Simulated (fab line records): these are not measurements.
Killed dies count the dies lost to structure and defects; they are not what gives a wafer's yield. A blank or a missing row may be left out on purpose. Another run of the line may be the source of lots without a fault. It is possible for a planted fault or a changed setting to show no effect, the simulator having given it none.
Which of the tools did it? || flow n5_finfet || 12 lots, 31 wafers sampled, at 6 steps of a route of 1938

## WHAT THE GAUGES SHOWED, per wafer
No reading from a measuring or inspecting step in the record can be judged against a usual standard deviation.

## WHICH TOOL RAN EACH LOT (tool, then ch and the chambers of the sampled wafers, then the start)
{"lot": "L419", "N5_BEOL_M7_PECVD_70": "pecvd-02 ch 0,1, day 8 11:05", "N5_BEOL_M7_PRE_CLEAN_45": "pvd_sputter-02, day 8 14:28", "N5_BEOL_M7_CMP_52": "cmp-02 ch 2,3, day 8 16:03", "N5_BEOL_M7_DEP_56": "pecvd-03 ch 0, day 8 16:20", "N5_BEOL_M8_CURE_74": "uv_cure-02 ch 0, day 8 16:38", "N5_PASSIVATION_PROBE_49": "-"}
{"lot": "L420", "N5_BEOL_M7_PECVD_70": "pecvd-04 ch 0,2, day 8 15:03", "N5_BEOL_M7_PRE_CLEAN_45": "pvd_sputter-02, day 8 19:16", "N5_BEOL_M7_CMP_52": "cmp-01 ch 1,2,3, day 8 20:35", "N5_BEOL_M7_DEP_56": "pecvd-02 ch 1,2, day 8 20:53", "N5_BEOL_M8_CURE_74": "uv_cure-01 ch 2, day 8 21:16", "N5_PASSIVATION_PROBE_49": "-"}
{"lot": "L422", "N5_BEOL_M7_PECVD_70": "pecvd-03 ch 0,1,2, day 9 05:40", "N5_BEOL_M7_PRE_CLEAN_45": "pvd_sputter-03, day 9 13:51", "N5_BEOL_M7_CMP_52": "cmp-03 ch 0,3, day 9 16:46", "N5_BEOL_M7_DEP_56": "pecvd-03 ch 0,2, day 9 17:05", "N5_BEOL_M8_CURE_74": "uv_cure-02 ch 0, day 9 17:25", "N5_PASSIVATION_PROBE_49": "-"}
{"lot": "L425", "N5_BEOL_M7_PECVD_70": "pecvd-04 ch 0,2, day 9 23:13", "N5_BEOL_M7_PRE_CLEAN_45": "pvd_sputter-01, day 10 02:32", "N5_BEOL_M7_CMP_52": "cmp-02 ch 0,1,2, day 10 03:49", "N5_BEOL_M7_DEP_56": "pecvd-03 ch 1,2, day 10 04:11", "N5_BEOL_M8_CURE_74": "uv_cure-03 ch 0, day 10 04:22", "N5_PASSIVATION_PROBE_49": "-"}
{"lot": "L426", "N5_BEOL_M7_PECVD_70": "pecvd-03 ch 1,2, day 10 09:22", "N5_BEOL_M7_PRE_CLEAN_45": "pvd_sputter-03, day 10 12:44", "N5_BEOL_M7_CMP_52": "cmp-02 ch 0,1, day 10 15:01", "N5_BEOL_M7_DEP_56": "pecvd-02 ch 0,1, day 10 15:25", "N5_BEOL_M8_CURE_74": "uv_cure-03 ch 2, day 10 15:51", "N5_PASSIVATION_PROBE_49": "-"}
{"lot": "L429", "N5_BEOL_M7_PECVD_70": "pecvd-03 ch 0,1,2, day 10 17:55", "N5_BEOL_M7_PRE_CLEAN_45": "pvd_sputter-01, day 10 21:11", "N5_BEOL_M7_CMP_52": "cmp-02 ch 0,2, day 10 22:37", "N5_BEOL_M7_DEP_56": "pecvd-02 ch 0,1,2, day 10 22:56", "N5_BEOL_M8_CURE_74": "uv_cure-01 ch 2, day 10 23:35", "N5_PASSIVATION_PROBE_49": "prober-02, day 13 17:13"}
{"lot": "L432", "N5_BEOL_M7_PECVD_70": "pecvd-03 ch 0,1, day 11 20:47", "N5_BEOL_M7_PRE_CLEAN_45": "pvd_sputter-03, day 11 23:32", "N5_BEOL_M7_CMP_52": "cmp-01 ch 1,3, day 12 00:56", "N5_BEOL_M7_DEP_56": "pecvd-03 ch 1,2, day 12 01:13", "N5_BEOL_M8_CURE_74": "uv_cure-02 ch 0, day 12 01:36", "N5_PASSIVATION_PROBE_49": "prober-01, day 14 14:35"}
{"lot": "L435", "N5_BEOL_M7_PECVD_70": "pecvd-03 ch 2, day 12 02:28", "N5_BEOL_M7_PRE_CLEAN_45": "pvd_sputter-01, day 12 07:47", "N5_BEOL_M7_CMP_52": "cmp-02 ch 0,2,3, day 12 09:33", "N5_BEOL_M7_DEP_56": "pecvd-04 ch 0,1,2, day 12 09:50", "N5_BEOL_M8_CURE_74": "uv_cure-02 ch 2, day 12 10:11", "N5_PASSIVATION_PROBE_49": "-"}
{"lot": "L436", "N5_BEOL_M7_PECVD_70": "pecvd-03 ch 0,2, day 12 10:28", "N5_BEOL_M7_PRE_CLEAN_45": "pvd_sputter-01, day 12 14:34", "N5_BEOL_M7_CMP_52": "cmp-02 ch 1, day 12 16:56", "N5_BEOL_M7_DEP_56": "pecvd-02 ch 0,1, day 12 17:18", "N5_BEOL_M8_CURE_74": "uv_cure-02 ch 2, day 12 17:30", "N5_PASSIVATION_PROBE_49": "prober-02, day 15 15:14"}
{"lot": "L434", "N5_BEOL_M7_PECVD_70": "pecvd-02 ch 0,1, day 12 13:07", "N5_BEOL_M7_PRE_CLEAN_45": "pvd_sputter-02, day 12 16:35", "N5_BEOL_M7_CMP_52": "cmp-01 ch 0,1, day 12 19:03", "N5_BEOL_M7_DEP_56": "pecvd-04 ch 0,2, day 12 19:24", "N5_BEOL_M8_CURE_74": "uv_cure-01 ch 2, day 12 19:37", "N5_PASSIVATION_PROBE_49": "-"}
{"lot": "L437", "N5_BEOL_M7_PECVD_70": "pecvd-03 ch 0,1, day 12 16:55", "N5_BEOL_M7_PRE_CLEAN_45": "pvd_sputter-01, day 12 22:20", "N5_BEOL_M7_CMP_52": "cmp-02 ch 3, day 12 23:52", "N5_BEOL_M7_DEP_56": "pecvd-04 ch 0,1, day 13 00:14", "N5_BEOL_M8_CURE_74": "uv_cure-02 ch 0, day 13 00:35", "N5_PASSIVATION_PROBE_49": "-"}
{"lot": "L442", "N5_BEOL_M7_PECVD_70": "pecvd-02 ch 0,2, day 14 15:41", "N5_BEOL_M7_PRE_CLEAN_45": "pvd_sputter-03, day 14 19:53", "N5_BEOL_M7_CMP_52": "cmp-03 ch 0,2,3, day 14 21:05", "N5_BEOL_M7_DEP_56": "pecvd-03 ch 0,1,2, day 14 21:26", "N5_BEOL_M8_CURE_74": "uv_cure-02 ch 0, day 14 21:44", "N5_PASSIVATION_PROBE_49": "-"}
- N5_BEOL_M7_PECVD_70: deposits SiO2 from TEOS/O2, target thk 20 nm, time 22.7 s.
- N5_BEOL_M7_PRE_CLEAN_45: time 30 s.
- N5_BEOL_M7_CMP_52: polishes, stops on SiCOH lowk, t overpolish 6.9 s, target thk 80 nm.
- N5_BEOL_M7_DEP_56: deposits SiCN from 3MS/NH3, target thk 10 nm, time 17.5 s.
- N5_BEOL_M8_CURE_74: cures SiCOH lowk, time 240 s.
- N5_PASSIVATION_PROBE_49

## AS READ BY THE TOOLS THEMSELVES (means over the sampled wafers that have a number; for cases with no such wafer, the mark the record gives instead)
N5_BEOL_M7_PECVD_70.
{"lot": "L419", "tool": "pecvd-02", "heater_power_w (W)": 804, "showerhead_plenum_p_Torr (Torr)": 8.77, "throttle_valve_pct (%)": 22.8}
{"lot": "L420", "tool": "pecvd-04", "heater_power_w (W)": 682, "showerhead_plenum_p_Torr (Torr)": 8.67, "throttle_valve_pct (%)": 21.9}
{"lot": "L422", "tool": "pecvd-03", "heater_power_w (W)": 797, "showerhead_plenum_p_Torr (Torr)": 8.73, "throttle_valve_pct (%)": 22.9}
{"lot": "L425", "tool": "pecvd-04", "heater_power_w (W)": 729, "showerhead_plenum_p_Torr (Torr)": 8.67, "throttle_valve_pct (%)": 22.0}
{"lot": "L426", "tool": "pecvd-03", "heater_power_w (W)": 770, "showerhead_plenum_p_Torr (Torr)": 8.74, "throttle_valve_pct (%)": 22.4}
{"lot": "L429", "tool": "pecvd-03", "heater_power_w (W)": 773, "showerhead_plenum_p_Torr (Torr)": 8.73, "throttle_valve_pct (%)": 22.8}
{"lot": "L432", "tool": "pecvd-03", "heater_power_w (W)": 814, "showerhead_plenum_p_Torr (Torr)": 8.75, "throttle_valve_pct (%)": 23.3}
{"lot": "L435", "tool": "pecvd-03", "heater_power_w (W)": 651, "showerhead_plenum_p_Torr (Torr)": 8.71, "throttle_valve_pct (%)": 21.8}
{"lot": "L436", "tool": "pecvd-03", "heater_power_w (W)": 695, "showerhead_plenum_p_Torr (Torr)": 8.73, "throttle_valve_pct (%)": 22.6}
{"lot": "L434", "tool": "pecvd-02", "heater_power_w (W)": 737, "showerhead_plenum_p_Torr (Torr)": 8.80, "throttle_valve_pct (%)": 23.1}
{"lot": "L437", "tool": "pecvd-03", "heater_power_w (W)": 871, "showerhead_plenum_p_Torr (Torr)": 8.74, "throttle_valve_pct (%)": 23.3}
{"lot": "L442", "tool": "pecvd-02", "heater_power_w (W)": 705, "showerhead_plenum_p_Torr (Torr)": 8.74, "throttle_valve_pct (%)": 21.4}

N5_BEOL_M7_PRE_CLEAN_45.
{"lot": "L419", "tool": "pvd_sputter-02", "heater_power_w (W)": 326}
{"lot": "L420", "tool": "pvd_sputter-02", "heater_power_w (W)": 314}
{"lot": "L422", "tool": "pvd_sputter-03", "heater_power_w (W)": 325}
{"lot": "L425", "tool": "pvd_sputter-01", "heater_power_w (W)": 348}
{"lot": "L426", "tool": "pvd_sputter-03", "heater_power_w (W)": 354}
{"lot": "L429", "tool": "pvd_sputter-01", "heater_power_w (W)": 330}
{"lot": "L432", "tool": "pvd_sputter-03", "heater_power_w (W)": 360}
{"lot": "L435", "tool": "pvd_sputter-01", "heater_power_w (W)": 326}
{"lot": "L436", "tool": "pvd_sputter-01", "heater_power_w (W)": 327}
{"lot": "L434", "tool": "pvd_sputter-02", "heater_power_w (W)": 342}
{"lot": "L437", "tool": "pvd_sputter-01", "heater_power_w (W)": 336}
{"lot": "L442", "tool": "pvd_sputter-03", "heater_power_w (W)": 347}

N5_BEOL_M7_CMP_52.
{"lot": "L419", "tool": "cmp-02", "barrier_field_endpoint_s (s)": 29.4, "edge_zone_pressure_frac": 1.003, "head_pressure_psi (psi)": 1.0003, "motor_current_A (A)": 5.7}
{"lot": "L420", "tool": "cmp-01", "barrier_field_endpoint_s (s)": 29.4, "edge_zone_pressure_frac": 0.997, "head_pressure_psi (psi)": 1.0010, "motor_current_A (A)": 6.3}
{"lot": "L422", "tool": "cmp-03", "barrier_field_endpoint_s (s)": 28.6, "edge_zone_pressure_frac": 1.003, "head_pressure_psi (psi)": 0.9996, "motor_current_A (A)": 5.3}
{"lot": "L425", "tool": "cmp-02", "barrier_field_endpoint_s (s)": 28.3, "edge_zone_pressure_frac": 1.000, "head_pressure_psi (psi)": 0.9997, "motor_current_A (A)": 5.5}
{"lot": "L426", "tool": "cmp-02", "barrier_field_endpoint_s (s)": 28.8, "edge_zone_pressure_frac": 0.994, "head_pressure_psi (psi)": 0.9986, "motor_current_A (A)": 5.7}
{"lot": "L429", "tool": "cmp-02", "barrier_field_endpoint_s (s)": 28.8, "edge_zone_pressure_frac": 1.001, "head_pressure_psi (psi)": 1.0006, "motor_current_A (A)": 5.4}
{"lot": "L432", "tool": "cmp-01", "barrier_field_endpoint_s (s)": 29.3, "edge_zone_pressure_frac": 0.997, "head_pressure_psi (psi)": 0.9997, "motor_current_A (A)": 5.9}
{"lot": "L435", "tool": "cmp-02", "barrier_field_endpoint_s (s)": 30.7, "edge_zone_pressure_frac": 0.996, "head_pressure_psi (psi)": 1.0001, "motor_current_A (A)": 5.9}
{"lot": "L436", "tool": "cmp-02", "barrier_field_endpoint_s (s)": 32.0, "edge_zone_pressure_frac": 1.006, "head_pressure_psi (psi)": 0.9975, "motor_current_A (A)": 5.0}
{"lot": "L434", "tool": "cmp-01", "barrier_field_endpoint_s (s)": 28.8, "edge_zone_pressure_frac": 0.998, "head_pressure_psi (psi)": 0.9983, "motor_current_A (A)": 5.8}
{"lot": "L437", "tool": "cmp-02", "barrier_field_endpoint_s (s)": 33.7, "edge_zone_pressure_frac": 0.995, "head_pressure_psi (psi)": 0.9979, "motor_current_A (A)": 6.5}
{"lot": "L442", "tool": "cmp-03", "barrier_field_endpoint_s (s)": 28.6, "edge_zone_pressure_frac": 1.000, "head_pressure_psi (psi)": 1.0008, "motor_current_A (A)": 5.9}

N5_BEOL_M7_DEP_56.
{"lot": "L419", "tool": "pecvd-03", "showerhead_plenum_p_Torr (Torr)": 3.654, "throttle_valve_pct (%)": 9.5}
{"lot": "L420", "tool": "pecvd-02", "showerhead_plenum_p_Torr (Torr)": 3.676, "throttle_valve_pct (%)": 9.3}
{"lot": "L422", "tool": "pecvd-03", "showerhead_plenum_p_Torr (Torr)": 3.650, "throttle_valve_pct (%)": 8.9}
{"lot": "L425", "tool": "pecvd-03", "showerhead_plenum_p_Torr (Torr)": 3.650, "throttle_valve_pct (%)": 9.0}
{"lot": "L426", "tool": "pecvd-02", "showerhead_plenum_p_Torr (Torr)": 3.667, "throttle_valve_pct (%)": 9.1}
{"lot": "L429", "tool": "pecvd-02", "showerhead_plenum_p_Torr (Torr)": 3.664, "throttle_valve_pct (%)": 9.1}
{"lot": "L432", "tool": "pecvd-03", "showerhead_plenum_p_Torr (Torr)": 3.655, "throttle_valve_pct (%)": 9.1}
{"lot": "L435", "tool": "pecvd-04", "showerhead_plenum_p_Torr (Torr)": 3.655, "throttle_valve_pct (%)": 9.3}
{"lot": "L436", "tool": "pecvd-02", "showerhead_plenum_p_Torr (Torr)": 3.663, "throttle_valve_pct (%)": 9.2}
{"lot": "L434", "tool": "pecvd-04", "showerhead_plenum_p_Torr (Torr)": 3.646, "throttle_valve_pct (%)": 9.0}
{"lot": "L437", "tool": "pecvd-04", "showerhead_plenum_p_Torr (Torr)": 3.650, "throttle_valve_pct (%)": 9.8}
{"lot": "L442", "tool": "pecvd-03", "showerhead_plenum_p_Torr (Torr)": 3.658, "throttle_valve_pct (%)": 9.2}

N5_BEOL_M8_CURE_74.
{"lot": "L419", "tool": "uv_cure-02", "lamp_power_pct (%)": 52.33, "wafer_temp_C_max": 386.8}
{"lot": "L420", "tool": "uv_cure-01", "lamp_power_pct (%)": 52.37, "wafer_temp_C_max": 387.6}
{"lot": "L422", "tool": "uv_cure-02", "lamp_power_pct (%)": 52.24, "wafer_temp_C_max": 387.2}
{"lot": "L425", "tool": "uv_cure-03", "lamp_power_pct (%)": 52.31, "wafer_temp_C_max": 386.3}
{"lot": "L426", "tool": "uv_cure-03", "lamp_power_pct (%)": 52.33, "wafer_temp_C_max": 387.8}
{"lot": "L429", "tool": "uv_cure-01", "lamp_power_pct (%)": 52.37, "wafer_temp_C_max": 386.9}
{"lot": "L432", "tool": "uv_cure-02", "lamp_power_pct (%)": 52.27, "wafer_temp_C_max": 387.0}
{"lot": "L435", "tool": "uv_cure-02", "lamp_power_pct (%)": 52.26, "wafer_temp_C_max": 386.7}
{"lot": "L436", "tool": "uv_cure-02", "lamp_power_pct (%)": 52.33, "wafer_temp_C_max": 386.6}
{"lot": "L434", "tool": "uv_cure-01", "lamp_power_pct (%)": 52.29, "wafer_temp_C_max": 387.5}
{"lot": "L437", "tool": "uv_cure-02", "lamp_power_pct (%)": 52.25, "wafer_temp_C_max": 386.4}
{"lot": "L442", "tool": "uv_cure-02", "lamp_power_pct (%)": 52.31, "wafer_temp_C_max": 386.9}

N5_PASSIVATION_PROBE_49.
{"lot": "L429", "tool": "prober-02", "defect_limited_yield (%)": 89.4, "killed_at_M0_to_M3": 45, "killed_at_M4_up": 15, "killed_at_contacts": 7, "killed_at_front_end": 56, "killed_at_other": 1.0, "killed_dies": 124, "killed_open": 87, "killed_short": 36, "sort_bin_4_leakage (%)": 0.00, "sort_bin_5_function (%)": 6.5, "sort_bin_6_memory (%)": 3.6, "sort_bin_8_speed (%)": 0.00, "sort_n_pass": 1056, "sort_yield_pct (%)": 89.4}
{"lot": "L432", "tool": "prober-01", "defect_limited_yield (%)": 91.0, "killed_at_M0_to_M3": 28, "killed_at_M4_up": 9, "killed_at_contacts": 5, "killed_at_front_end": 60, "killed_at_other": 4.0, "killed_dies": 106, "killed_open": 75, "killed_short": 31, "sort_bin_4_leakage (%)": 0.00, "sort_bin_5_function (%)": 4.7, "sort_bin_6_memory (%)": 3.9, "sort_bin_8_speed (%)": 0.00, "sort_n_pass": 1074, "sort_yield_pct (%)": 91.0}
{"lot": "L436", "tool": "prober-02", "defect_limited_yield (%)": 90.9, "killed_at_M0_to_M3": 30, "killed_at_M4_up": 29, "killed_at_contacts": 11, "killed_at_front_end": 24, "killed_at_other": 13.0, "killed_dies": 107, "killed_open": 65, "killed_short": 41, "sort_bin_4_leakage (%)": 0.00, "sort_bin_5_function (%)": 5.4, "sort_bin_6_memory (%)": 3.3, "sort_bin_8_speed (%)": 0.00, "sort_n_pass": 1073, "sort_yield_pct (%)": 90.9}

## THE ANSWER, worked out from the rows above alone
Rule: the usual values come from the lots themselves. The widest of any qualifying gaps counts: lots, ordered by their means at a reading, are off when they make up no more than a third of the lots, leave a main group of 4 or more, and stand apart from it by 3 or more times the standard deviation of that group's means. A main group whose means are all the same, to the digits that the tables above print for the reading, isn't used. Also off: a lot with no number at a reading for which 4 or more lots have one. Where the step has rows for the other lots, those lots are counted as sound. First the gauges in route order, then the tools' own readings, where a lot's mean is used as printed above. The first step at which some lot is off is used, and at that step the reading that is off furthest; a lot without a number counts as furthest.
Off at N5_BEOL_M7_CMP_52 (barrier_field_endpoint_s): L435, L436, L437. The main group: mean 28.9 s, standard deviation 0.37.
A tool fits if, at that step or a process step before it, it ran every lot that is off, and no sound lot after the first of them. Can't be told from this: 3 tools fit, pecvd-03 at N5_BEOL_M7_PECVD_70, pvd_sputter-01 at N5_BEOL_M7_PRE_CLEAN_45, cmp-02 at N5_BEOL_M7_CMP_52.

## WHAT THE SIMULATOR HAD PUT IN
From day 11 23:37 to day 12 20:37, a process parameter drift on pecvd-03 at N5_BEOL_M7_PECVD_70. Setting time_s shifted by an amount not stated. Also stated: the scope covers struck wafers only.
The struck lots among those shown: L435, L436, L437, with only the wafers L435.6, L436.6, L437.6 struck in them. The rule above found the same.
